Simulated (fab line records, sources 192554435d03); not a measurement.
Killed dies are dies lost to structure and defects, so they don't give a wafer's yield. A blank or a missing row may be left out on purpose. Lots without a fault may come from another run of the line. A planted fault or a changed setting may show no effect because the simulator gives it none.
Chamber matching | flow n5_finfet | N5_HKMG_FIN_ALD_71 on ald_metal-02: 4 sister chambers
The step deposits TiN, target thk 1 nm, pulse time 1 s, purge time 3 s. 8 wafers are shown with their chamber, then 12 later ones without.

WAFERS WITH THEIR CHAMBER
wafer  | chamber | heater_power_w (W) | precursor_pulse_height_rel
L081.6 | 3       | 866                | 1.000
L085.1 | 3       | 877                | 0.989
L088.4 | 2       | 883                | 1.031
L090.1 | 0       | 1027               | 1.008
L090.6 | 1       | 1013               | 1.019
L091.1 | 0       | 1023               | 1.002
L091.2 | 2       | 917                | 0.977
L091.4 | 1       | 1017               | 0.986

WAFERS WITHOUT THEIR CHAMBER
wafer  | heater_power_w (W) | precursor_pulse_height_rel
L092.1 | 997                | 0.985
L092.2 | 855                | 1.003
L092.3 | 919                | 0.980
L093.1 | 1007               | 1.009
L093.3 | 1030               | 1.022
L093.4 | 900                | 1.009
L094.3 | 1020               | 1.010
L094.4 | 921                | 0.974
L094.6 | 895                | 0.974
L097.2 | 1008               | 0.987
L097.3 | 869                | 0.999
L097.5 | 877                | 1.021

WHICH CHAMBER EACH WENT THROUGH
wafer  | from the rows above     | in truth
L092.1 | can't be placed: 1 or 0 | 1
L092.2 | 3                       | 3
L092.3 | can't be placed: 2 or 3 | 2
L093.1 | can't be placed: 1 or 0 | 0
L093.3 | can't be placed: 0 or 1 | 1
L093.4 | 2                       | 2
L094.3 | can't be placed: 0 or 1 | 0
L094.4 | can't be placed: 2 or 3 | 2
L094.6 | can't be placed: 2 or 3 | 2
L097.2 | can't be placed: 1 or 0 | 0
L097.3 | 3                       | 3
L097.5 | can't be placed: 3 or 2 | 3
Placed correctly: 3 of 12. Can't be placed from these rows: 9 (the true chamber is among the candidates in 9). Placed wrongly: 0.
How it was worked out, from the rows above alone: a wafer's distance from a chamber is the root of the sum, over the readings, of the square of ((its reading less the chamber's mean) divided by the reading's scatter). The wafer belongs to the nearest chamber; if the next one is less than 2 further off, it can't be placed. A chamber's mean is the mean of its shown wafers. The scatter: the root of (the sum of the squares of (reading less its chamber's mean) over the shown wafers, divided by (wafers less chambers)).
